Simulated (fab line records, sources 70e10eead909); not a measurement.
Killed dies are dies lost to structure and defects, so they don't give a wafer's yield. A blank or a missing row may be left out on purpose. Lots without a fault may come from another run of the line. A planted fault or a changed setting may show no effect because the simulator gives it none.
A struck lot beside a sound one | flow nand_harc | 17 steps out of a route of 1159
Sound: wafers L542.2, L542.3, L542.4. Struck: wafers L549.2, L549.5, L549.6. The cause comes at the end.
At each step with rows: each side's tool, then ch and its chambers, then its first start. Under that, the readings that differ: sound wafers | struck wafers | difference of the means | sigmas: that difference in standard deviations of wafers without a fault.
alike: readings whose means differ by less than 2 such deviations, and words and numbers that are the same on both sides. not compared: withheld readings, readings that some wafer has no value for, bounds like >300 that may hide the same value, and numbers for which the record gives no deviation and whose values overlap.
The two part at a step that has a row with sigmas, a row that says differs or no value, or rows on one side only. Numbers that don't overlap but have no deviation are shown without sigmas and don't part them. A reading that every wafer of one side lacks parts them only if that side has two wafers or more.

NHARC_P_M2_INSPECT_11:
  sound on defect_inspect-01, day 6 04:34; struck on defect_inspect-02, day 7 16:40
  alike: raw_defect_count
then, 2 steps without rows for these wafers: NHARC_P_M2_DESCUM_14 (chemistry O2, time 3 s); NHARC_P_M2_ETCH_35 (etches the open film in N2/H2, target depth 40 nm, overetch 12 nm, time 43.94 s).
NHARC_P_M2_ETCH_15: etches the open film in C4F8/Ar, target depth 182.5 nm, time 91.2 s.
  sound on rie_diel-13 ch 0,2,3; struck on rie_diel-13 ch 2,3
  alike: oes_product_au, rf_vpp_V
  not compared: rf_hours_counter_h
NHARC_P_M2_CD_MEAS_16:
  sound on cd_sem-03, day 6 04:56; struck on cd_sem-01, day 7 17:02
  alike: cd_nm
NHARC_P_M2_STRIP_18: strips in N2/H2.
  sound on rie_diel-13 ch 0,1,2, day 6 05:01; struck on rie_diel-13 ch 0,1,3, day 7 17:11
  alike: drypump_motor_current_A, oes_product_au, rf_vpp_V, showerhead_plenum_p_Torr, throttle_valve_pct
  not compared: rf_hours_counter_h
then, 3 steps without rows for these wafers: NHARC_P_M2_ETCH_28 (etches the open film in CF4/N2, target depth 30 nm, time 72.99 s); NHARC_P_M2_STRIP_19 (strips in post etch residue remover, time 600 s); NHARC_P_M2_DEGAS_29 (time 60 s).
NHARC_P_M2_PRE_CLEAN_30: time 30 s.
  sound on pvd_sputter-01; struck on pvd_sputter-03
  alike: heater_power_w
then, 1 step without rows for these wafers: NHARC_P_M2_PVD_20 (deposits TaN, target thk 5 nm, time 8.06 s).
NHARC_P_M2_PVD_21: deposits Cu, target thk 30 nm, time 20.49 s.
  sound on pvd_sputter-01; struck on pvd_sputter-03
  alike: cathode_dc_power_W, throttle_valve_pct
NHARC_P_M2_ECD_22: material Cu, target thk 400 nm.
  sound on ecd_cu-01 ch 0,1, day 6 06:04; struck on ecd_cu-02 ch 0,1, day 7 18:07
  no value came back on the struck wafers for bath_heat_duty_pct (%), bath_temp_c (C); on the sound wafers bath_heat_duty_pct (%) reads 6.2 5.9 6.5
NHARC_P_M2_ANNEAL_31: time 90 s.
  sound on rtp_anneal-02 ch 0, day 6 06:27; struck on rtp_anneal-01 ch 0, day 7 18:32
  reading          | sound             | struck            | difference | sigmas
  wafer_temp_C_max | 226.0 225.8 225.4 | 226.9 226.8 226.9 | +1.1       | +2
NHARC_P_M2_CMP_23: polishes, t overpolish 20 s, target thk 144.3 nm.
  sound on cmp-02 ch 0,2,3, day 6 06:45; struck on cmp-01 ch 2,3, day 7 18:52
  reading                | sound          | struck      | difference | sigmas
  time_to_endpoint_s (s) | 31.2 27.6 35.4 | 0.0 0.0 0.8 | -31.1      | -11
  alike: motor_current_A
NHARC_P_M2_THK_MEAS_24: measures by xrf.
  sound on film_metro-02, day 6 07:04; struck on film_metro-02, day 7 19:09
  reading     | sound             | struck         | difference | sigmas
  thk_nm (nm) | 145.7 142.1 146.9 | 29.4 30.8 29.2 | -115.1     | -82
then, 1 step without rows for these wafers: NHARC_P_M2_SRD_25.

WHERE THEY PART
First at NHARC_P_M2_ECD_22; last, within this record, at NHARC_P_M2_THK_MEAS_24.

WHY: what the simulator had put in
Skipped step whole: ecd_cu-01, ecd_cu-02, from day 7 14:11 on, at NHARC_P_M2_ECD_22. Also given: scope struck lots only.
